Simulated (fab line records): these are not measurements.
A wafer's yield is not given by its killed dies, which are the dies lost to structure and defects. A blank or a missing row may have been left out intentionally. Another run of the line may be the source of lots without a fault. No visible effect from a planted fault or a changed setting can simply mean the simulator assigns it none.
fab line records	flow n5-finfet
record lots=9	wafers=27	last-day=17
route steps=1938 shown BEOL_M2@865 BEOL_M4@1111 PASSIVATION@1936
lots that met no fault: from a run of the same line without faults
start-h: start of the lot's first displayed wafer, in hours after the record's first day	wait-h: how many hours have passed since the lot's step before this one	" the same as in the row above	L1.1+2: several wafers, shown together as one row	- no value, or no start was given	* or withheld: withheld	< > ~ a bound
route shown NAME@n: NAME is a module with steps in the file, n the number in the route of the first one	usual: mean/standard deviation taken from wafers without a fault	same: alike in all rows	chamber/n: place in a boat	sites: each site's reading	_std_site: standard deviation across them	_edge_site: the outer-site mean with the inner-site mean subtracted	radius-mm: for every site, how far away it sits from the centre of the wafer	mask NAME#n: copy n	behind: the most recent tool/chamber to have shaped the wafer	hold: why the lot was held/for how many hours/how that ended	device: the transistor (n, p or np) that didn't switch	end of line: tests run on the same wafers once the route is complete	where a step has no rows: the recipe by itself	killed: dies that structure and defects cost at the first sort, which is not the same as the wafer's yield	map: dies across one wafer; x = killed, . = not, _ = none there
set.NAME: the run value of the setting; set.NAME@STEP: its run value at that earlier step	model.NAME: the simulator's own value behind a step, which no gauge read
route steps across a sampled set of lots; one table per step, one row per wafer
services: the hour from which a tool's chamber was out of use, counted from the record's first day as start-h (under 0 if before that day), plus the number of hours and why
## steps
# step N5_BEOL_M2_STRIP_19
# recipe chemistry=O2	power-w=400	temp-c=40	pressure-mtorr=30	rf-frequency-hz=6e+07	bias-power-w=0	overash-fraction=0.2	o2-flow-sccm=225
# usual drypump-motor-current-A=5.7/0.48	oes-product-au=0.83/0.089	rf-vpp-V=3.7/0.44	showerhead-plenum-p-Torr=2.10/0.076	throttle-valve-pct=16.64/0.27
# same overash-fraction=0.2
lot.wafer	tool	chamber	start-h	wait-h	drypump-motor-current-A	oes-product-au	rf-hours-counter-h	rf-vpp-V	showerhead-plenum-p-Torr	throttle-valve-pct
L140.2	rie-diel-06	0	148.29	0.1	5.7	0.88	47	3.3	2.23	16.48
L140.3	"	2	"	"	5.5	0.73	201	4.4	2.17	17.10
L140.4	"	1	"	"	6.2	0.98	7	4.1	2.06	16.36
L141.1	rie-diel-06	3	150.62	0.1	5.6	0.82	80	4.0	2.02	16.69
L141.3	"	1	"	"	6.3	0.97	7	3.7	2.06	16.37
L141.5	"	1	"	"	6.3	0.98	-	3.3	2.06	16.36
L144.1	rie-diel-01	3	176.95	0.2	5.4	0.90	33	4.0	2.03	16.37
L144.5	"	3	"	"	5.4	0.90	-	3.4	2.03	16.37
L144.6	"	2	"	"	6.2	0.97	-	3.3	2.14	16.41
L146.2	rie-diel-02	3	182.70	0.1	6.1	0.98	5	3.8	2.05	16.52
L146.4	"	2	"	"	5.8	0.89	23	4.0	2.14	16.50
L146.6	"	2	"	"	5.8	0.88	-	3.8	2.14	16.48
L149.3	rie-diel-06	1	208.50	0.1	6.3	0.91	29	3.8	2.05	16.41
L149.4	"	0	"	"	5.7	0.82	70	3.5	2.22	16.54
L149.6	"	2	"	"	5.5	0.70	-	3.1	2.16	17.15
L151.3	rie-diel-06	2	214.86	0.2	5.6	0.70	224	4.1	2.16	17.14
L151.4	"	0	"	"	5.7	0.83	72	3.9	2.22	16.52
L151.6	"	3	"	"	5.6	0.81	-	3.5	2.02	16.74
L158.1	rie-diel-02	2	253.31	0.1	5.8	0.84	49	3.1	2.13	16.53
L158.2	"	0	"	"	5.5	0.85	67	3.5	2.23	16.63
L158.3	"	1	"	"	6.3	0.76	177	3.6	2.02	16.61
L159.1	rie-diel-01	0	266.65	0.1	4.7	0.71	237	2.8	2.05	16.59
L159.4	"	3	"	"	5.4	0.86	59	4.1	2.02	16.41
L159.5	"	2	"	"	6.2	0.88	-	4.0	2.12	16.49
L160.2	rie-diel-06	0	268.71	0.1	5.7	0.82	86	3.8	2.22	16.55
L160.4	"	3	"	"	5.6	0.79	119	3.3	2.01	16.76
L160.5	"	0	"	"	5.7	0.81	-	4.2	2.22	16.54
# step N5_BEOL_M2_ETCH_70
# recipe chemistry=N2/H2	target=SOC	target-depth-a=800	overetch-a=240	mask-material=SiARC	temp-c=40	time-s=130	ion-energy-ev=200	pressure-mtorr=30	source-w=840	bias-w=150	n2-flow-sccm=200	h2-flow-sccm=200
# usual drypump-motor-current-A=5.7/0.5	n2-flow-sccm=200.1/0.63	oes-product-au=0.61/0.062	rf-vpp-V=523.9/2.6	showerhead-plenum-p-Torr=2.54/0.091	throttle-valve-pct=17.79/0.28
lot.wafer	tool	chamber	start-h	wait-h	drypump-motor-current-A	n2-flow-sccm	oes-product-au	rf-hours-counter-h	rf-vpp-V	showerhead-plenum-p-Torr	throttle-valve-pct
L140.2	rie-diel-02	1	149.29	0.0	6.3	199.8	0.58	140	520.3	2.45	17.59
L140.3	"	2	"	"	5.8	199.0	0.67	10	524.5	2.62	17.73
L140.4	"	1	"	"	6.3	199.7	0.58	-	520.4	2.45	17.59
L141.1	rie-diel-01	1	152.43	0.0	5.0	200.7	0.54	167	520.9	2.45	18.38
L141.3	"	3	"	"	5.4	199.6	0.66	29	521.7	2.46	17.58
L141.5	"	1	"	"	5.1	200.3	0.55	-	521.9	2.45	18.37
L144.1	rie-diel-02	3	180.67	0.0	6.1	199.1	0.72	3	523.1	2.48	17.59
L144.5	"	3	"	"	6.1	200.6	0.71	-	521.0	2.48	17.59
L144.6	"	2	"	"	5.8	200.8	0.65	-	524.7	2.62	17.74
L146.2	rie-diel-02	0	184.00	0.0	5.5	199.7	0.65	39	528.5	2.70	17.77
L146.4	"	1	"	"	6.3	200.8	0.57	151	521.9	2.45	17.61
L146.6	"	1	"	"	6.3	199.4	0.58	-	520.8	2.45	17.61
L149.3	rie-diel-02	3	210.01	0.0	6.1	199.0	0.69	14	523.6	2.47	17.61
L149.4	"	2	"	"	5.8	200.2	0.64	33	525.4	2.61	17.76
L149.6	"	2	"	"	5.8	200.5	0.64	-	524.4	2.61	17.75
L151.3	rie-diel-02	0	226.40	0.0	5.5	199.9	0.64	55	528.1	2.70	17.80
L151.4	"	2	"	"	5.8	199.5	0.63	39	525.0	2.61	17.77
L151.6	"	1	"	"	6.4	199.6	0.56	-	520.6	2.44	17.64
L158.1	rie-diel-01	1	261.53	0.0	5.0	199.5	0.52	210	521.1	2.43	18.46
L158.2	"	2	"	"	6.2	199.0	0.65	38	525.4	2.58	17.66
L158.3	"	0	"	"	4.7	199.2	0.52	235	523.0	2.52	17.82
L159.1	rie-diel-06	3	267.83	0.0	5.6	199.3	0.57	119	521.1	2.46	17.96
L159.4	"	0	"	"	5.7	200.7	0.59	86	526.7	2.68	17.61
L159.5	"	0	"	"	5.8	201.1	0.60	-	528.5	2.68	17.61
L160.2	rie-diel-01	0	271.40	0.0	4.7	199.8	0.52	239	523.8	2.52	17.83
L160.4	"	1	"	"	5.0	200.4	0.52	213	518.8	2.43	18.46
L160.5	"	2	"	"	6.2	200.3	0.64	-	525.4	2.58	17.66
# step N5_BEOL_M2_VIA_ETCH_34
# recipe chemistry=C4F6/O2	target-depth-a=694	mask-material=SOC	pressure-mtorr=15	ion-energy-ev=250	taper-deg=4	time-s=65.9	source-w=350	bias-w=170	Ar_flow_sccm=300	C4F6_flow_sccm=10	O2_flow_sccm=10
# usual drypump-motor-current-A=5.7/0.5	mfc-ar-sccm=300.1/0.94	oes_ar_750_au=0.83/0.085	oes-product-au=0.83/0.09	rf-vpp-V=660/13	showerhead-plenum-p-Torr=2.85/0.1	throttle-valve-pct=30.8/0.33
lot.wafer	tool	chamber	start-h	wait-h	drypump-motor-current-A	mfc-ar-sccm	oes_ar_750_au	oes-product-au	rf-hours-counter-h	rf-vpp-V	showerhead-plenum-p-Torr	throttle-valve-pct
L140.2	rie-diel-02	1	149.40	0.0	6.3	298.2	0.78	0.79	140	645	2.76	30.6
L140.3	"	2	"	"	5.8	300.7	0.92	0.92	10	684	2.92	30.8
L140.4	"	1	"	"	6.4	299.0	0.79	0.78	-	646	2.76	30.6
L141.1	rie-diel-01	1	152.53	0.0	5.1	301.4	0.74	0.73	167	668	2.73	31.4
L141.3	"	3	"	"	5.4	300.9	0.89	0.90	29	682	2.78	30.8
L141.5	"	1	"	"	5.0	302.0	0.74	0.73	-	669	2.73	31.4
L144.1	rie-diel-02	3	180.78	0.0	6.2	298.6	0.97	0.99	3	654	2.79	30.8
L144.5	"	3	"	"	6.2	299.3	0.98	0.98	-	656	2.79	30.8
L144.6	"	2	"	"	5.8	299.1	0.90	0.91	-	684	2.91	30.8
L146.2	rie-diel-02	0	184.10	0.0	5.5	301.0	0.89	0.90	40	651	3.04	31.0
L146.4	"	1	"	"	6.3	299.8	0.78	0.77	151	645	2.76	30.7
L146.6	"	1	"	"	6.4	300.7	0.78	0.77	-	643	2.76	30.6
L149.3	rie-diel-02	3	210.12	0.0	6.1	300.7	0.94	1.26	14	654	2.79	30.9
L149.4	"	2	"	"	5.8	298.6	0.87	1.16	33	683	2.91	30.9
L149.6	"	2	"	"	5.8	298.9	0.87	1.16	-	683	2.91	30.9
L151.3	rie-diel-02	0	226.50	0.0	5.5	298.8	0.87	1.16	55	650	3.03	31.1
L151.4	"	2	"	"	5.8	300.1	0.87	1.16	39	682	2.91	30.9
L151.6	"	1	"	"	6.3	299.7	0.77	1.00	-	645	2.75	30.7
L158.1	rie-diel-01	1	261.64	0.0	5.0	300.7	0.71	0.71	210	669	2.71	31.5
L158.2	"	2	"	"	6.2	298.8	0.87	0.87	38	663	2.90	30.8
L158.3	"	0	"	"	4.7	301.0	0.70	0.70	235	655	2.78	30.3
L159.1	rie-diel-06	3	267.94	0.0	5.5	299.5	0.78	0.79	119	653	2.74	30.9
L159.4	"	0	"	"	5.7	300.0	0.83	0.83	86	659	3.01	30.6
L159.5	"	0	"	"	5.7	301.3	0.82	0.82	-	662	3.01	30.6
L160.2	rie-diel-01	0	271.50	0.0	4.7	299.7	0.70	0.69	239	655	2.78	30.3
L160.4	"	1	"	"	5.0	299.6	0.70	0.71	213	667	2.71	31.4
L160.5	"	2	"	"	6.2	298.7	0.87	0.87	-	661	2.90	30.8
# step N5_BEOL_M2_PRE_CLEAN_45
# recipe gas=H2/He	time-s=30	temp-c=250
# usual heater-power-w=313/33
lot.wafer	tool	chamber	start-h	wait-h	heater-power-w
L140.2	pvd-sputter-03	-	150.11	0.0	312
L140.3	"	-	"	"	320
L140.4	"	-	"	"	329
L141.1	pvd-sputter-01	-	153.09	0.0	320
L141.3	"	-	"	"	260
L141.5	"	-	"	"	263
L144.1	pvd-sputter-03	-	181.61	0.0	310
L144.5	"	-	"	"	300
L144.6	"	-	"	"	319
L146.2	pvd-sputter-02	-	184.92	0.0	399
L146.4	"	-	"	"	314
L146.6	"	-	"	"	392
L149.3	pvd-sputter-02	-	211.05	0.0	273
L149.4	"	-	"	"	399
L149.6	"	-	"	"	314
L151.3	pvd-sputter-02	-	227.61	0.0	314
L151.4	"	-	"	"	393
L151.6	"	-	"	"	308
L158.1	pvd-sputter-03	-	262.44	0.0	298
L158.2	"	-	"	"	325
L158.3	"	-	"	"	339
L159.1	pvd-sputter-03	-	269.00	0.0	303
L159.4	"	-	"	"	327
L159.5	"	-	"	"	302
L160.2	pvd-sputter-03	-	272.28	0.0	322
L160.4	"	-	"	"	349
L160.5	"	-	"	"	316
# step N5_BEOL_M4_RC_MEAS_101
# usual DIBL_N=36.8/1.5	DIBL_P=37.1/2.1	IOFF_N=0.168/0.03	IOFF_P=0.22/0.034	ION_N=679/12	ION_P=466/8	SS_N=71.7/0.58	SS_P=73.5/0.67	VT_N=248.8/2.7	VT_P=-250/3.3
lot.wafer	tool	chamber	start-h	wait-h	DIBL_N[mV/V]	DIBL_P[mV/V]	IOFF_N[nA/um]	IOFF_P[nA/um]	ION_N[uA/um]	ION_P[uA/um]	SS_N[mV/dec]	SS_P[mV/dec]	VT_N[mV]	VT_P[mV]
L141.1	prober-02	0	179.56	0.0	36.4	37.5	0.165	0.22	677	468	71.8	72.7	247.4	-253
L141.3	"	0	"	"	38.7	40.5	0.200	0.27	687	468	72.6	74.0	246.2	-247
L141.5	"	0	"	"	36.0	37.8	0.152	0.23	679	468	71.0	72.7	251.6	-246
L140.2	prober-02	0	181.93	0.2	36.8	36.8	0.162	0.26	690	482	71.3	73.5	248.8	-246
L140.3	"	0	"	"	37.9	38.8	0.184	0.29	689	479	71.8	74.2	249.6	-242
L140.4	"	0	"	"	37.9	37.6	0.190	0.26	704	486	71.9	73.5	246.3	-246
L144.1	prober-02	0	207.27	0.0	39.4	37.8	0.201	0.25	695	471	71.9	74.3	248.2	-249
L144.5	"	0	"	"	37.6	36.6	0.169	0.23	684	466	72.0	73.3	250.7	-246
L144.6	"	0	"	"	37.8	37.7	0.178	0.25	695	478	72.0	73.8	247.1	-243
L146.2	prober-01	0	209.36	0.2	38.6	40.4	0.222	0.23	688	457	71.9	74.1	245.8	-253
L146.4	"	0	"	"	35.1	36.2	0.148	0.16	680	458	70.8	72.7	249.5	-257
L146.6	"	0	"	"	37.7	38.2	0.178	0.20	673	457	72.5	73.5	249.2	-254
L149.3	prober-02	0	240.63	0.3	37.1	39.3	0.176	0.24	677	463	72.4	73.6	250.6	-246
L149.4	"	0	"	"	36.8	40.2	0.175	0.27	670	463	72.5	74.6	249.6	-246
L149.6	"	0	"	"	37.4	40.5	0.181	0.27	674	466	72.5	74.3	247.8	-246
L151.3	prober-02	0	246.82	0.3	41.2	40.8	0.240	0.32	677	468	72.2	76.2	245.5	-248
L151.4	"	0	"	"	36.5	34.4	0.138	0.21	662	464	71.1	73.5	253.0	-251
L151.6	"	0	"	"	35.5	32.9	0.124	0.18	657	455	71.1	72.4	253.3	-249
L158.1	prober-02	0	288.14	0.0	39.5	39.8	0.233	0.28	712	478	71.8	74.5	244.4	-247
L158.2	"	0	"	"	36.3	36.0	0.149	0.21	687	472	71.4	73.2	250.9	-249
L158.3	"	0	"	"	37.7	37.7	0.182	0.23	695	476	72.2	73.2	248.9	-250
L159.1	prober-02	0	296.59	0.0	33.4	33.0	0.126	0.19	679	469	71.3	72.9	252.8	-251
L159.4	"	0	"	"	34.7	34.8	0.147	0.22	681	472	71.5	73.4	252.4	-247
L159.5	"	0	"	"	36.5	36.2	0.164	0.26	678	474	72.4	73.0	248.7	-246
L160.2	prober-01	0	314.67	0.2	37.7	38.6	0.167	0.25	676	467	71.3	73.1	249.5	-246
L160.4	"	0	"	"	38.0	37.2	0.171	0.22	680	469	71.0	72.6	249.2	-248
L160.5	"	0	"	"	35.4	34.7	0.135	0.18	667	455	71.3	72.9	252.4	-251
# step N5_PASSIVATION_PROBE_49
# usual defect-limited-yield=91.0/1.5	killed_at_M0_to_M3=34/11	killed_at_M4_up=14/5.3	killed-at-contacts=13/7	killed-at-front-end=41/13	killed-at-other=4/3.1	killed-dies=106/17	killed-open=70/12	killed-short=35/8	sort_bin_5_function=5.2/0.98	sort_bin_6_memory=3.4/0.69	sort-n-pass=1074/17	sort-yield-pct=91.0/1.5
# same gross-dies=1180	killed-at-back-side=0	sort_bin_4_leakage[%]=0	sort_bin_8_speed[%]=0
lot.wafer	tool	chamber	start-h	wait-h	defect-limited-yield[%]	killed_at_M0_to_M3	killed_at_M4_up	killed-at-contacts	killed-at-front-end	killed-at-other	killed-dies	killed-open	killed-short	sort_bin_5_function[%]	sort_bin_6_memory[%]	sort-n-pass	sort-yield-pct[%]
L141.1	prober-01	-	282.26	0.0	91.4	19	10	15	46	11	101	64	34	5.3	3.1	1079	91.4
L141.3	prober-01	-	282.36	0.1	88.6	52	13	11	54	5	135	88	44	6.4	4.1	1045	88.6
L141.5	prober-01	-	282.46	0.2	89.7	18	10	25	68	1	122	81	39	5.9	3.7	1058	89.7
L140.2	prober-01	-	288.75	0.1	92.3	17	20	9	39	6	91	59	30	4.6	2.8	1089	92.3
L140.3	prober-01	-	288.80	0.1	92.4	32	25	7	23	3	90	54	34	4.3	3.1	1090	92.4
L140.4	prober-01	-	288.85	0.2	93.1	22	9	11	40	0	82	52	30	3.4	3.3	1098	93.1
L144.1	prober-02	-	301.94	0.0	90.2	48	7	8	49	4	116	76	40	5.9	3.6	1064	90.2
L144.5	prober-02	-	302.14	0.2	91.8	23	23	27	22	2	97	72	24	5.8	2.2	1083	91.8
L144.6	prober-02	-	302.19	0.3	90.0	37	16	16	46	3	118	80	38	5.6	3.9	1062	90.0
L146.2	prober-01	-	302.56	0.1	91.1	36	23	17	26	3	105	77	28	5.4	3.4	1075	91.1
L146.4	prober-01	-	302.66	0.2	91.0	50	20	9	25	2	106	58	46	5.3	3.1	1074	91.0
L146.6	prober-01	-	302.76	0.3	90.8	34	22	11	40	1	108	71	37	4.9	4.0	1072	90.8
L151.3	prober-02	-	349.07	0.1	90.9	38	18	22	24	5	107	72	35	5.5	3.1	1073	90.9
L151.4	prober-02	-	349.12	0.2	92.4	28	15	29	15	3	90	62	27	4.7	2.6	1090	92.4
L151.6	prober-02	-	349.22	0.3	90.9	37	15	13	37	5	107	69	37	5.4	3.4	1073	90.9
L149.3	prober-02	-	356.60	0.1	93.6	23	11	3	33	6	76	40	35	3.6	2.7	1104	93.6
L149.4	prober-02	-	356.65	0.2	91.8	35	11	12	33	6	97	63	34	4.7	3.3	1083	91.8
L149.6	prober-02	-	356.75	0.3	90.3	32	11	18	47	7	115	82	33	5.9	3.6	1065	90.3
L158.1	prober-01	-	393.31	0.0	92.8	22	8	4	46	5	85	48	35	4.0	2.9	1095	92.8
L158.2	prober-01	-	393.36	0.1	89.7	32	9	4	74	2	121	89	31	5.2	4.7	1059	89.7
L158.3	prober-01	-	393.41	0.1	90.8	32	7	13	53	3	108	82	24	4.9	3.8	1072	90.8
L159.1	prober-02	-	404.80	0.0	91.1	53	7	13	32	0	105	68	36	5.0	3.5	1075	91.1
L159.4	prober-02	-	404.95	0.2	92.2	43	12	11	26	0	92	68	23	5.3	2.2	1088	92.2
L159.5	prober-02	-	405.00	0.2	89.7	63	10	8	40	1	122	83	38	6.8	3.5	1058	89.7
L160.2	prober-02	-	409.86	0.1	88.8	52	24	4	51	1	132	85	43	6.4	3.9	1048	88.8
L160.4	prober-02	-	409.96	0.2	90.5	34	14	13	50	1	112	79	33	5.8	3.5	1068	90.5
L160.5	prober-02	-	410.01	0.2	90.7	41	15	8	44	2	110	74	33	5.8	3.2	1070	90.7
# killed by level:class
L141.1 STI_FIN_REVEAL:geometric-particle:open=13 MOL_CONTACT_COAG:geometric-particle:open=11 FIN_SAQP:geometric-particle:open=9 DUMMY_GATE:geometric-particle:open=7 BEOL_M3:geometric-particle:open=6 MIM_TOP_ETCH:geometric-particle:short=6 FIN_SAQP:geometric-particle:short=5 BEOL_M2:geometric-particle:open=4
L141.3 FIN_SAQP:geometric-particle:open=19 BEOL_M0_SAQP:geometric-particle:open=14 BEOL_M0_SAQP:geometric-particle:short=12 FIN_SAQP:geometric-particle:short=10 BEOL_M2:geometric-particle:open=8 STI_FIN_REVEAL:geometric-particle:open=7 BEOL_M1:geometric-particle:open=6 BEOL_M4:geometric-particle:open=6
L141.5 MOL_CONTACT_COAG:geometric-particle:open=16 FIN_SAQP:geometric-particle:open=15 STI_FIN_REVEAL:geometric-particle:open=11 FIN_SAQP:geometric-particle:short=10 GATE_CUT:geometric-particle:open=10 MOL_CONTACT_COAG:geometric-particle:short=9 GATE_CUT:geometric-particle:short=8 BEOL_M0_SAQP:geometric-particle:open=5
L140.2 FIN_SAQP:geometric-particle:open=10 MOL_CONTACT_COAG:geometric-particle:open=7 GATE_CUT:geometric-particle:short=6 BEOL_M0_SAQP:geometric-particle:open=5 DUMMY_GATE:geometric-particle:open=4 GATE_CUT:geometric-particle:open=4 BEOL_M0_SAQP:geometric-particle:short=4 BEOL_M5:geometric-particle:open=4
L140.3 BEOL_M4:geometric-particle:open=16 BEOL_M0_SAQP:geometric-particle:open=7 FIN_SAQP:geometric-particle:open=6 BEOL_M0_SAQP:geometric-particle:short=6 BEOL_M4:geometric-particle:short=5 MOL_CONTACT_COAG:geometric-particle:open=4 BEOL_M0:geometric-particle:open=4 FIN_SAQP:geometric-particle:short=3
L140.4 MOL_CONTACT_COAG:geometric-particle:open=8 BEOL_M0_SAQP:geometric-particle:short=8 FIN_SAQP:geometric-particle:open=7 GATE_CUT:geometric-particle:short=6 BEOL_M4:geometric-particle:open=6 FIN_SAQP:geometric-particle:short=5 DUMMY_GATE:geometric-particle:open=5 STI_FIN_REVEAL:geometric-particle:open=4
L144.1 STI_FIN_REVEAL:geometric-particle:open=13 FIN_SAQP:geometric-particle:open=12 BEOL_M2:geometric-particle:open=12 BEOL_M0_SAQP:geometric-particle:short=11 GATE_CUT:geometric-particle:short=8 BEOL_M0_SAQP:geometric-particle:open=6 BEOL_M1:geometric-particle:open=6 BEOL_M4:geometric-particle:open=6
L144.5 MOL_CONTACT_COAG:geometric-particle:open=22 BEOL_M4:geometric-particle:open=13 STI_FIN_REVEAL:geometric-particle:open=9 BEOL_M2:geometric-particle:open=7 BEOL_M3:geometric-particle:open=6 FIN_SAQP:geometric-particle:short=5 MOL_CONTACT_COAG:geometric-particle:short=5 BEOL_M4:geometric-particle:short=4
L144.6 STI_FIN_REVEAL:geometric-particle:open=20 BEOL_M2:geometric-particle:open=14 MOL_CONTACT_COAG:geometric-particle:open=11 BEOL_M4:geometric-particle:open=9 BEOL_M0_SAQP:geometric-particle:open=7 GATE_CUT:geometric-particle:short=5 MOL_CONTACT_COAG:geometric-particle:short=5 FIN_SAQP:geometric-particle:short=4
L146.2 MOL_CONTACT_COAG:geometric-particle:open=15 BEOL_M3:geometric-particle:open=10 BEOL_M1:geometric-particle:open=8 BEOL_M0_SAQP:geometric-particle:open=7 FIN_SAQP:geometric-particle:open=6 GATE_CUT:geometric-particle:short=6 BEOL_M4:geometric-particle:open=6 STARTING-WAFER:geometric-particle:short=5
L146.4 BEOL_M0_SAQP:geometric-particle:short=20 BEOL_M0_SAQP:geometric-particle:open=11 MOL_CONTACT_COAG:geometric-particle:open=8 BEOL_M3:geometric-particle:open=7 FIN_SAQP:geometric-particle:short=6 BEOL_M1:geometric-particle:open=6 STI_FIN_REVEAL:geometric-particle:open=5 BEOL_M4:geometric-particle:short=5
L146.6 FIN_SAQP:geometric-particle:open=18 BEOL_M0_SAQP:geometric-particle:short=15 BEOL_M5:geometric-particle:open=9 MOL_CONTACT_COAG:geometric-particle:open=6 BEOL_M0_SAQP:geometric-particle:open=6 STI_FIN_REVEAL:geometric-particle:open=5 MOL_CONTACT_COAG:geometric-particle:short=5 BEOL_M1:geometric-particle:open=4
L151.3 MOL_CONTACT_COAG:geometric-particle:open=15 BEOL_M3:geometric-particle:open=11 BEOL_M4:geometric-particle:open=11 BEOL_M0_SAQP:geometric-particle:short=8 STI_FIN_REVEAL:geometric-particle:open=7 MOL_CONTACT_COAG:geometric-particle:short=7 BEOL_M2:geometric-particle:open=7 BEOL_M1:geometric-particle:open=5
L151.4 MOL_CONTACT_COAG:geometric-particle:open=20 BEOL_M0_SAQP:geometric-particle:open=9 MOL_CONTACT_COAG:geometric-particle:short=8 BEOL_M0_SAQP:geometric-particle:short=8 BEOL_M4:geometric-particle:open=7 STI_FIN_REVEAL:geometric-particle:open=5 BEOL_M3:geometric-particle:open=5 GATE_CUT:geometric-particle:short=3
L151.6 MOL_CONTACT_COAG:geometric-particle:open=10 FIN_SAQP:geometric-particle:open=8 BEOL_M2:geometric-particle:open=8 BEOL_M3:geometric-particle:open=8 ILD0:geometric-particle:short=7 BEOL_M0_SAQP:geometric-particle:short=7 FIN_SAQP:geometric-particle:short=6 BEOL_M1:geometric-particle:open=6
L149.3 DUMMY_GATE:geometric-particle:open=9 BEOL_M0_SAQP:geometric-particle:open=8 STARTING-WAFER:geometric-particle:short=6 FIN_SAQP:geometric-particle:short=4 BEOL_M0_SAQP:geometric-particle:short=4 BEOL_M2:geometric-particle:open=4 BEOL_M4:geometric-particle:open=4 DUMMY_GATE:geometric-particle:short=3
L149.4 BEOL_M2:geometric-particle:open=11 STI_FIN_REVEAL:geometric-particle:open=7 MOL_CONTACT_COAG:geometric-particle:open=7 GATE_CUT:geometric-particle:short=6 BEOL_M0_SAQP:geometric-particle:short=6 MOL_CONTACT_COAG:geometric-particle:short=5 BEOL_M1:geometric-particle:open=5 STARTING-WAFER:geometric-particle:open=5
L149.6 STI_FIN_REVEAL:geometric-particle:open=19 MOL_CONTACT_COAG:geometric-particle:open=15 BEOL_M3:geometric-particle:open=11 BEOL_M0_SAQP:geometric-particle:open=6 BEOL_M0_SAQP:geometric-particle:short=6 FIN_SAQP:geometric-particle:short=5 GATE_CUT:geometric-particle:short=5 STARTING-WAFER:geometric-particle:open=5
L158.1 STI_FIN_REVEAL:geometric-particle:open=13 FIN_SAQP:geometric-particle:short=10 FIN_SAQP:geometric-particle:open=7 BEOL_M2:geometric-particle:short=5 MOL_CONTACT_COAG:geometric-particle:open=4 BEOL_M0_SAQP:geometric-particle:short=4 BEOL_M3:geometric-particle:open=4 MIM_TOP_ETCH:geometric-particle:short=4
L158.2 FIN_SAQP:geometric-particle:open=27 STI_FIN_REVEAL:geometric-particle:open=26 BEOL_M3:geometric-particle:open=9 BEOL_M0_SAQP:geometric-particle:open=8 FIN_SAQP:geometric-particle:short=7 BEOL_M0_SAQP:geometric-particle:short=6 STI_FIN_REVEAL:geometric-particle:short=5 BEOL_M4:geometric-particle:open=4
L158.3 STI_FIN_REVEAL:geometric-particle:open=22 FIN_SAQP:geometric-particle:open=13 MOL_CONTACT_COAG:geometric-particle:open=12 BEOL_M2:geometric-particle:open=10 BEOL_M0_SAQP:geometric-particle:open=6 STI_FIN_REVEAL:geometric-particle:short=5 BEOL_M0_SAQP:geometric-particle:short=5 GATE_CUT:geometric-particle:open=4
L159.1 BEOL_M2:geometric-particle:open=13 FIN_SAQP:geometric-particle:short=11 MOL_CONTACT_COAG:geometric-particle:open=10 BEOL_M0_SAQP:geometric-particle:open=9 DUMMY_GATE:geometric-particle:open=8 FIN_SAQP:geometric-particle:open=7 BEOL_M0_SAQP:geometric-particle:short=7 BEOL_M2:geometric-particle:short=7
L159.4 BEOL_M2:geometric-particle:open=18 FIN_SAQP:geometric-particle:short=10 MOL_CONTACT_COAG:geometric-particle:open=10 BEOL_M0_SAQP:geometric-particle:open=8 FIN_SAQP:geometric-particle:open=7 BEOL_M4:geometric-particle:open=7 BEOL_M0_SAQP:geometric-particle:short=5 BEOL_M1:geometric-particle:open=4
L159.5 BEOL_M2:geometric-particle:open=12 BEOL_M0_SAQP:geometric-particle:open=11 BEOL_M3:geometric-particle:open=10 BEOL_M1:geometric-particle:open=9 FIN_SAQP:geometric-particle:short=8 STI_FIN_REVEAL:geometric-particle:open=7 MOL_CONTACT_COAG:geometric-particle:open=7 DUMMY_GATE:geometric-particle:open=6
L160.2 BEOL_M0_SAQP:geometric-particle:short=18 BEOL_M0_SAQP:geometric-particle:open=14 BEOL_M4:geometric-particle:open=12 FIN_SAQP:geometric-particle:open=11 STI_FIN_REVEAL:geometric-particle:open=11 BEOL_M3:geometric-particle:open=7 STARTING-WAFER:geometric-particle:short=7 DUMMY_GATE:geometric-particle:open=6
L160.4 STI_FIN_REVEAL:geometric-particle:open=21 MOL_CONTACT_COAG:geometric-particle:open=11 BEOL_M3:geometric-particle:open=10 STI_FIN_REVEAL:geometric-particle:short=6 FIN_SAQP:geometric-particle:open=5 FIN_SAQP:geometric-particle:short=5 BEOL_M0_SAQP:geometric-particle:short=5 BEOL_M2:geometric-particle:open=5
L160.5 BEOL_M3:geometric-particle:open=14 FIN_SAQP:geometric-particle:open=10 BEOL_M0_SAQP:geometric-particle:open=10 BEOL_M0_SAQP:geometric-particle:short=10 FIN_SAQP:geometric-particle:short=7 STI_FIN_REVEAL:geometric-particle:open=7 MOL_CONTACT_COAG:geometric-particle:open=6 BEOL_M0:geometric-particle:open=4
## services
tool	chamber	start-h	hours	kind
rie-diel-01	3	130.35	4.5	repair
rie-diel-01	2	147.45	-	clean
rie-diel-01	2	147.45	-	consumable-replace:focus-ring
rie-diel-01	2	147.45	14.8	scheduled-down
rie-diel-01	2	147.45	14.8	vent-cycle
rie-diel-02	3	148.32	-	clean
rie-diel-02	3	148.32	-	consumable-replace:focus-ring
rie-diel-01	-	148.96	0.1	repair
pvd-sputter-02	-	153.89	1.6	repair
rie-diel-02	1	158.46	5.5	repair
rie-diel-06	-	215.62	15.6	pm
rie-diel-02	2	235.45	2.4	repair
rie-diel-01	3	246.14	18.9	repair
## key
first-sign step=N5_BEOL_M2_VIA_ETCH_34	reading=oes-product-au	direction=up	sigmas=3.5	usual=0.83	struck=1.15
effect none on later readings
met-at N5_BEOL_M2_VIA_ETCH_34
struck-lots L149,L151
struck-wafers L149.3,L149.4,L149.6,L151.3,L151.4,L151.6
not-acting-at N5_BEOL_M2_STRIP_19,N5_BEOL_M2_ETCH_70,N5_BEOL_M2_PRE_CLEAN_45
onset-between 184.10 210.12
fault kind=process-parameter-drift	tool=rie-diel-02	chamber=-	onset-h=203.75	steps=N5_BEOL_M2_VIA_ETCH_34	channel=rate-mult	offset=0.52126	shape=step	end-h=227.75	scope=struck-wafers-only
